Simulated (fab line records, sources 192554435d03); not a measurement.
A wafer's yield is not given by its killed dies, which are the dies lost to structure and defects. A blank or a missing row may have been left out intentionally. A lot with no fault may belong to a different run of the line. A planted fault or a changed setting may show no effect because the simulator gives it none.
fab line records ; flow n5_finfet
[record] lots = 10; wafers = 26; last_day = 19
route steps=1938 shown BEOL_M0_SAQP@674 BEOL_M0_CUTY@705 BEOL_M4@1111
lots that met no fault: taken from a fault-free run of the same line
start_h: the number of hours between the record's first day and the start of the first shown wafer of the lot ; wait_h: hours elapsed since this lot's preceding step ; " unchanged from the row above ; L1.1+2: a row that stands for several wafers ; - value missing, or start not given ; * or withheld: withheld ; < > ~ a bound
route shown NAME@n: names a module that has steps shown in the file, with the first one's number in the route ; usual: mean/standard deviation of fault-free wafers ; same: alike in all rows ; chamber/n: place in a boat ; sites: the reading at each site ; _std_site: how widely they spread, as a standard deviation ; _edge_site: mean of outer sites minus mean of inner sites ; radius_mm: for every site, how far away it sits from the centre of the wafer ; mask NAME#n: copy n ; behind: the tool/chamber that last shaped the wafer ; hold: why the lot went on hold/how many hours it stayed there/how the hold came to an end ; device: names the non-switching transistor (n, p or np) ; end of line: tests run on the same wafers once the route is complete ; a step with no rows: only its recipe ; killed: dies that structure and defects cost at the first sort, which is not the same as the wafer's yield ; map: the dies of a wafer, with x for killed, . for not killed, _ for no die there
set.NAME: the setting that was run; set.NAME@STEP: the one run at that earlier step ; model.NAME: the simulator's own value behind a step, which no gauge read
the route's steps for a sample of lots (tables are steps, rows are wafers)
services: from which hour (start_h, from the record's first day; less than 0 if before it) a tool's chamber was out of use, for how many hours, and why
[[steps]]
[step N5_BEOL_M0_SAQP_STRIP_108]
[recipe] chemistry = N2/H2; power_w = 500; temp_c = 40; pressure_mtorr = 50; rf_frequency_hz = 6e+07; overash_fraction = 0.3; bias_power_w = 28; h2_frac = 0.5; n2_flow_sccm = 300; h2_flow_sccm = 300
[usual] drypump_motor_current_A = 5.80/0.27; oes_product_au = 0.78/0.066; rf_vpp_V = 121.9/1; showerhead_plenum_p_Torr = 3.36/0.11; throttle_valve_pct = 18.9/0.4
[same] overash_fraction = 0.3
lot.wafer;tool;chamber;start_h;wait_h;drypump_motor_current_A;oes_product_au;rf_hours_counter_h;rf_vpp_V;showerhead_plenum_p_Torr;throttle_valve_pct
L445.2;rie_diel-01;2;109.12;0.0;5.67;0.72;188;122.7;3.49;19.2
L445.3;rie_diel-01;0;109.12;0.0;5.72;0.86;43;122.1;3.28;18.4
L445.5;rie_diel-01;2;109.12;0.0;5.68;0.72;-;123.0;3.49;19.2
L449.3;rie_diel-01;3;141.44;0.0;5.86;0.67;253;122.6;3.40;18.5
L449.6;rie_diel-01;3;141.44;0.0;5.87;0.68;-;122.6;3.40;18.6
L450.1;rie_diel-06;3;149.12;0.0;5.42;0.86;38;123.8;3.56;18.7
L450.2;rie_diel-06;2;149.12;0.0;6.03;0.79;115;122.0;3.27;19.7
L454.1;rie_diel-01;0;164.71;0.0;5.69;0.83;62;121.7;3.27;18.5
L454.2;rie_diel-01;2;164.71;0.0;5.66;0.72;202;121.9;3.48;19.2
L454.5;rie_diel-01;2;164.71;0.0;5.67;0.71;-;120.7;3.48;19.2
L461.1;rie_diel-06;0;207.39;0.0;5.90;0.75;154;120.8;3.48;19.3
L461.2;rie_diel-06;1;207.39;0.0;6.26;0.73;217;120.6;3.20;18.6
L461.4;rie_diel-06;3;207.39;0.0;5.42;0.84;55;123.4;3.55;18.8
L463.3;rie_diel-01;0;221.17;0.0;5.66;0.81;79;121.4;3.26;18.5
L463.4;rie_diel-01;2;221.17;0.0;5.66;0.69;218;121.1;3.47;19.2
L463.5;rie_diel-01;1;221.17;0.0;6.11;0.82;-;120.4;3.41;19.2
L464.1;rie_diel-06;2;228.23;0.0;6.04;0.75;135;121.1;3.26;19.7
L464.3;rie_diel-06;3;228.23;0.0;5.41;0.84;60;123.1;3.55;18.8
L465.1;rie_diel-01;2;234.34;0.0;5.67;0.69;222;122.1;3.47;19.3
L465.2;rie_diel-01;3;234.34;0.0;5.85;0.90;15;122.5;3.39;18.2
L465.5;rie_diel-01;2;234.34;0.0;5.68;0.69;-;121.6;3.47;19.3
L467.3;rie_diel-05;3;246.19;0.0;5.76;0.81;106;121.0;3.26;18.5
L467.5;rie_diel-05;3;246.19;0.0;5.77;0.81;-;119.1;3.26;18.6
L467.6;rie_diel-05;0;246.19;0.0;5.78;0.72;-;123.4;3.31;18.7
L468.1;rie_diel-06;3;248.94;0.0;5.40;0.82;66;122.9;3.54;18.8
L468.4;rie_diel-06;2;248.94;0.0;6.05;0.75;141;123.4;3.26;19.7
[step N5_BEOL_M0_SAQP_DESCUM_45]
[recipe] chemistry = O2; time_s = 7; source_power_w = 50; bias_power_w = 20; pressure_mtorr = 20; rf_frequency_hz = 2.712e+07; temp_c = 40; resist = CAR-EUV; o2_flow_sccm = 225
[usual] drypump_motor_current_A = 5.75/0.29; oes_product_au = 0.76/0.063; rf_vpp_V = 242.9/1.3; showerhead_plenum_p_Torr = 2.07/0.061; throttle_valve_pct = 20.4/0.34
[same] time_s = 7
lot.wafer;tool;chamber;start_h;wait_h;drypump_motor_current_A;oes_product_au;rf_hours_counter_h;rf_vpp_V;showerhead_plenum_p_Torr;throttle_valve_pct
L445.2;rie_diel-01;2;110.53;0.1;5.66;0.71;189;243.6;2.16;20.6
L445.3;rie_diel-01;1;110.53;0.1;6.10;0.87;45;243.6;2.10;20.2
L445.5;rie_diel-01;2;110.53;0.1;5.66;0.71;-;244.1;2.16;20.6
L449.3;rie_diel-01;1;143.26;0.2;6.11;0.85;55;241.7;2.10;20.2
L449.6;rie_diel-01;1;143.26;0.2;6.10;0.85;-;242.6;2.10;20.2
L450.1;rie_diel-05;0;150.62;0.0;5.75;0.74;176;242.0;2.08;20.5
L450.2;rie_diel-05;2;150.62;0.0;5.64;0.71;224;242.2;2.09;21.0
L454.1;rie_diel-06;3;166.39;0.0;5.40;0.85;44;246.2;2.18;20.2
L454.2;rie_diel-06;1;166.39;0.0;6.28;0.74;206;241.3;1.97;20.1
L454.5;rie_diel-06;2;166.39;0.0;6.01;0.78;-;243.1;2.04;20.7
L461.1;rie_diel-01;1;209.37;0.0;6.12;0.82;77;243.4;2.09;20.3
L461.2;rie_diel-01;2;209.37;0.0;5.67;0.69;214;243.9;2.15;20.6
L461.4;rie_diel-01;3;209.37;0.0;5.85;0.92;7;245.3;2.11;19.8
L463.3;rie_diel-05;1;222.89;0.0;5.18;0.70;186;242.8;2.00;20.8
L463.4;rie_diel-05;3;222.89;0.0;5.76;0.81;98;243.1;2.01;20.0
L463.5;rie_diel-05;2;222.89;0.0;5.68;0.69;-;242.2;2.09;21.1
L464.1;rie_diel-06;0;229.73;0.0;5.89;0.73;159;245.0;2.15;20.3
L464.3;rie_diel-06;3;229.73;0.0;5.40;0.83;61;243.8;2.18;20.2
L465.1;rie_diel-05;2;236.41;0.0;5.62;0.68;247;242.9;2.08;21.0
L465.2;rie_diel-05;0;236.41;0.0;5.78;0.72;203;242.6;2.07;20.5
L465.5;rie_diel-05;2;236.41;0.0;5.65;0.69;-;243.7;2.08;21.1
L467.3;rie_diel-05;3;247.91;0.2;5.75;0.81;107;241.9;2.01;20.0
L467.5;rie_diel-05;1;247.91;0.2;5.21;0.69;-;241.6;1.99;20.8
L467.6;rie_diel-05;3;247.91;0.2;5.76;0.81;-;241.8;2.01;20.0
L468.1;rie_diel-06;2;250.32;0.0;6.00;0.75;142;241.1;2.03;20.7
L468.4;rie_diel-06;0;250.32;0.0;5.87;0.73;165;244.9;2.15;20.3
[step N5_BEOL_M0_CUTY_EXPOSE_54]
[recipe] mask_id = M0_ABLK; na = 1.35; source_shape = conventional; sigma_outer = 0.8; polarization = unpolarized; dose_mj = 36
[usual] exposure_dose_mJ_cm2 = 35.99/0.041; reticle_temp_C = 23.01/0.12
[same] na = 1.35; sigma_outer = 0.8
lot.wafer;tool;chamber;start_h;wait_h;mask;exposure_dose_mJ_cm2;reticle_temp_C
L445.2;arfi_scanner-02;0;111.72;-;M0_ABLK#0;36.02;22.72
L445.3;arfi_scanner-02;0;111.72;-;M0_ABLK#0;36.02;22.69
L445.5;arfi_scanner-02;0;111.72;-;M0_ABLK#0;35.99;22.91
L449.3;arfi_scanner-02;0;145.38;-;M0_ABLK#0;35.96;23.12
L449.6;arfi_scanner-02;0;145.38;-;M0_ABLK#0;35.91;23.05
L450.1;arfi_scanner-03;0;151.80;-;M0_ABLK#0;35.94;22.95
L450.2;arfi_scanner-03;0;151.80;-;M0_ABLK#0;35.91;23.16
L454.1;arfi_scanner-02;0;167.73;-;M0_ABLK#0;35.97;23.05
L454.2;arfi_scanner-02;0;167.73;-;M0_ABLK#0;36.00;22.93
L454.5;arfi_scanner-02;0;167.73;-;M0_ABLK#0;36.00;22.98
L461.1;arfi_scanner-02;0;212.06;-;M0_ABLK#0;37.94;23.07
L461.2;arfi_scanner-02;0;212.06;-;M0_ABLK#0;38.01;22.94
L461.4;arfi_scanner-02;0;212.06;-;M0_ABLK#0;37.97;22.90
L463.3;arfi_scanner-02;0;224.16;-;M0_ABLK#0;37.61;23.16
L463.4;arfi_scanner-02;0;224.16;-;M0_ABLK#0;37.64;23.09
L463.5;arfi_scanner-02;0;224.16;-;M0_ABLK#0;37.63;22.91
L464.1;arfi_scanner-03;0;230.91;-;M0_ABLK#0;36.03;23.05
L464.3;arfi_scanner-03;0;230.91;-;M0_ABLK#0;36.02;23.13
L465.1;arfi_scanner-03;0;237.46;-;M0_ABLK#0;36.06;23.08
L465.2;arfi_scanner-03;0;237.46;-;M0_ABLK#0;36.08;22.99
L465.5;arfi_scanner-03;0;237.46;-;M0_ABLK#0;36.07;22.98
L467.3;arfi_scanner-01;0;248.98;-;M0_ABLK#0;35.99;23.14
L467.5;arfi_scanner-01;0;248.98;-;M0_ABLK#0;35.94;23.05
L467.6;arfi_scanner-01;0;248.98;-;M0_ABLK#0;35.91;22.95
L468.1;arfi_scanner-03;0;251.50;-;M0_ABLK#0;36.04;22.93
L468.4;arfi_scanner-03;0;251.50;-;M0_ABLK#0;36.00;23.07
[step N5_BEOL_M0_CUTY_CD_MEAS_57]
[recipe] target_cd_nm = 200; landing_energy_ev = 500; detector = se_inlens; polarity = line
[usual] cd_nm = 199.6/0.97
lot.wafer;tool;chamber;start_h;wait_h;cd_nm
L445.2;cd_sem-02;0;111.84;-;200.1
L445.3;cd_sem-02;0;111.84;-;200.3
L445.5;cd_sem-02;0;111.84;-;200.3
L449.3;cd_sem-03;0;145.49;-;199.3
L449.6;cd_sem-03;0;145.49;-;198.4
L450.1;cd_sem-02;0;151.93;-;197.5
L450.2;cd_sem-02;0;151.93;-;198.4
L454.1;cd_sem-01;0;167.85;-;200.0
L454.2;cd_sem-01;0;167.85;-;198.3
L454.5;cd_sem-01;0;167.85;-;199.6
L461.1;cd_sem-02;0;212.19;-;195.9
L461.2;cd_sem-02;0;212.19;-;196.0
L461.4;cd_sem-02;0;212.19;-;195.8
L463.3;cd_sem-01;0;224.28;-;198.3
L463.4;cd_sem-01;0;224.28;-;198.0
L463.5;cd_sem-01;0;224.28;-;198.3
L464.1;cd_sem-01;0;231.04;-;200.2
L464.3;cd_sem-01;0;231.04;-;199.0
L465.1;cd_sem-03;0;237.58;-;198.7
L465.2;cd_sem-03;0;237.58;-;199.6
L465.5;cd_sem-03;0;237.58;-;200.4
L467.3;cd_sem-03;0;249.09;-;198.4
L467.5;cd_sem-03;0;249.09;-;200.9
L467.6;cd_sem-03;0;249.09;-;199.7
L468.1;cd_sem-01;0;251.63;-;198.2
L468.4;cd_sem-01;0;251.63;-;199.0
[step N5_BEOL_M0_CUTY_OVL_MEAS_58]
[recipe] points_per_wafer = 44
[usual] M0_ABLK_OVL = -0.5/0.68
lot.wafer;tool;chamber;start_h;wait_h;M0_ABLK_OVL[nm]
L445.2;overlay-02;0;111.87;0.0;0.5
L445.3;overlay-02;0;111.87;0.0;0.0
L445.5;overlay-02;0;111.87;0.0;0.5
L449.3;overlay-01;0;145.52;0.0;-0.8
L449.6;overlay-01;0;145.52;0.0;-1.0
L450.1;overlay-01;0;151.96;0.0;-0.5
L450.2;overlay-01;0;151.96;0.0;0.1
L454.1;overlay-01;0;167.88;0.0;0.2
L454.2;overlay-01;0;167.88;0.0;-1.2
L454.5;overlay-01;0;167.88;0.0;-1.2
L461.1;overlay-01;0;212.22;0.0;-1.1
L461.2;overlay-01;0;212.22;0.0;-0.9
L461.4;overlay-01;0;212.22;0.0;-0.9
L463.3;overlay-01;0;224.31;0.0;-0.1
L463.4;overlay-01;0;224.31;0.0;-0.5
L463.5;overlay-01;0;224.31;0.0;-0.5
L464.1;overlay-01;0;231.07;0.0;0.6
L464.3;overlay-01;0;231.07;0.0;1.3
L465.1;overlay-02;0;237.61;0.0;0.6
L465.2;overlay-02;0;237.61;0.0;0.5
L465.5;overlay-02;0;237.61;0.0;-0.2
L467.3;overlay-01;0;249.12;0.0;-1.7
L467.5;overlay-01;0;249.12;0.0;-1.6
L467.6;overlay-01;0;249.12;0.0;-0.4
L468.1;overlay-01;0;251.66;0.0;-0.1
L468.4;overlay-01;0;251.66;0.0;-0.3
[step N5_BEOL_M4_RC_MEAS_101]
[usual] DIBL_N = 36.4/2.2; DIBL_P = 36.3/2.5; IOFF_N = 0.17/0.052; IOFF_P = 0.23/0.049; ION_N = 674/17; ION_P = 464/11; SS_N = 71.7/0.98; SS_P = 73.3/0.84; VT_N = 250/4; VT_P = -249/3.8
lot.wafer;tool;chamber;start_h;wait_h;DIBL_N[mV/V];DIBL_P[mV/V];IOFF_N[nA/um];IOFF_P[nA/um];ION_N[uA/um];ION_P[uA/um];SS_N[mV/dec];SS_P[mV/dec];VT_N[mV];VT_P[mV]
L445.2;prober-02;0;175.89;0.2;36.9;38.2;0.18;0.25;708;483;71.2;73.4;246;-246
L445.3;prober-02;0;175.89;0.2;40.0;41.8;0.23;0.32;704;487;72.4;75.1;245;-243
L445.5;prober-02;0;175.89;0.2;38.3;40.1;0.19;0.30;682;472;72.0;75.2;246;-245
L449.3;prober-01;0;233.47;0.3;35.7;36.6;0.16;0.28;683;483;71.7;73.1;250;-239
L449.6;prober-01;0;233.47;0.3;39.7;41.8;0.26;0.42;714;495;71.7;74.6;241;-238
L454.1;prober-01;0;242.72;0.0;41.1;40.1;0.28;0.34;689;468;73.3;74.4;242;-240
L454.2;prober-01;0;242.72;0.0;36.0;35.0;0.16;0.24;667;465;70.9;72.9;248;-247
L454.5;prober-01;0;242.72;0.0;35.1;33.7;0.13;0.20;650;453;71.6;72.8;251;-249
L450.1;prober-01;0;256.79;0.0;34.1;32.0;0.11;0.18;652;460;71.0;72.5;257;-249
L450.2;prober-01;0;256.79;0.0;35.5;34.3;0.14;0.22;664;463;70.7;73.3;252;-246
L464.1;prober-02;0;317.45;0.0;36.8;36.9;0.18;0.24;689;468;71.7;72.9;245;-248
L464.3;prober-02;0;317.45;0.0;38.1;38.4;0.19;0.25;679;463;72.0;73.9;246;-245
L461.1;prober-01;0;321.84;0.0;38.8;38.8;0.24;0.27;700;478;71.9;74.3;243;-243
L461.2;prober-01;0;321.84;0.0;38.0;36.3;0.21;0.22;649;447;73.6;74.4;248;-251
L461.4;prober-01;0;321.84;0.0;38.1;37.9;0.20;0.25;688;467;72.5;73.7;245;-247
L463.3;prober-02;0;323.89;0.3;38.8;39.7;0.20;0.27;694;471;71.7;74.4;244;-250
L463.4;prober-02;0;323.89;0.3;33.4;32.7;0.10;0.15;650;455;70.5;72.4;257;-254
L463.5;prober-02;0;323.89;0.3;33.9;33.5;0.11;0.17;648;448;70.8;72.1;254;-252
L465.1;prober-01;0;326.37;0.0;33.2;33.6;0.11;0.17;667;459;70.6;71.8;252;-249
L465.2;prober-01;0;326.37;0.0;37.1;37.4;0.18;0.23;695;472;72.1;72.9;244;-244
L465.5;prober-01;0;326.37;0.0;35.7;35.1;0.15;0.18;659;451;70.6;72.5;251;-252
L467.3;prober-01;0;348.84;0.3;35.3;35.1;0.15;0.21;679;470;71.6;73.5;252;-248
L467.5;prober-01;0;348.84;0.3;37.2;37.3;0.19;0.24;687;470;71.8;73.9;247;-249
L467.6;prober-01;0;348.84;0.3;32.0;30.7;0.11;0.16;676;470;69.8;72.2;255;-253
L468.1;prober-01;0;349.46;0.7;33.5;34.5;0.12;0.19;652;459;71.2;72.9;255;-249
L468.4;prober-01;0;349.46;0.7;34.1;34.9;0.14;0.20;674;470;70.4;71.8;248;-249
[[services]]
tool;chamber;start_h;hours;kind
rie_diel-05;2;86.52;6.5;repair
arfi_scanner-02;-;104.90;1.0;pm
arfi_scanner-02;-;127.45;0.8;pm
arfi_scanner-02;-;130.24;4.9;pm
rie_diel-06;-;132.24;0.2;repair
rie_diel-01;2;137.63;13.2;repair
arfi_scanner-02;-;139.05;1.3;pm
arfi_scanner-03;-;142.08;1.0;pm
rie_diel-06;-;142.13;0.4;repair
rie_diel-01;3;145.39;3.7;repair
arfi_scanner-03;-;155.55;1.3;pm
rie_diel-05;3;162.96;6.1;repair
rie_diel-05;2;176.92;13.9;repair
rie_diel-06;0;177.68;4.9;repair
rie_diel-06;-;185.73;0.7;repair
rie_diel-01;3;191.61;6.5;repair
arfi_scanner-02;-;196.41;1.4;repair
arfi_scanner-03;-;198.40;9.1;repair
arfi_scanner-02;-;198.55;1.0;pm
rie_diel-01;1;226.27;14.9;repair
arfi_scanner-02;-;230.40;1.2;repair
rie_diel-01;3;231.16;2.1;repair
arfi_scanner-02;-;239.59;36.0;pm
rie_diel-01;1;243.55;4.0;repair
[[key]]
[first_sign] step = N5_BEOL_M0_CUTY_EXPOSE_54; reading = exposure_dose_mJ_cm2; direction = up; sigmas = 44; usual = 35.99; struck = 37.80
[effect] step = N5_BEOL_M0_CUTY_CD_MEAS_57; reading = cd_nm; direction = down; sigmas = 2.6; usual = 199.6; struck = 197.1; through = control_loop
met_at N5_BEOL_M0_CUTY_EXPOSE_54
struck_lots L461,L463
[loop_trim] step = N5_BEOL_M0_CUTY_EXPOSE_54; setting = dose; lots = L463
[baseline_loss] step = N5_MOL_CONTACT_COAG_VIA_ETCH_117; wafers = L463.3
[baseline_loss] step = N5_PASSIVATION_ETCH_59; wafers = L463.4
[baseline_loss] step = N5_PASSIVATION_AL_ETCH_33; wafers = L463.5
not_acting_at N5_BEOL_M0_SAQP_STRIP_108,N5_BEOL_M0_SAQP_DESCUM_45,N5_BEOL_M0_CUTY_OVL_MEAS_58
onset_between 167.73 212.06
[fault] kind = process_parameter_drift; tool = arfi_scanner-02; chamber = -; onset_h = 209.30; steps = N5_BEOL_M0_CUTY_EXPOSE_54; channel = dose_mj; offset = 1.9934; shape = step; acts_in = these_recipes_only; stated = 36
// loop_trim: a control loop set the setting to another value than it would have without faults
// baseline_loss: these wafers lose ten dies or more at that step, a loss of the line's own and not of a fault; the sort's usual values leave them out
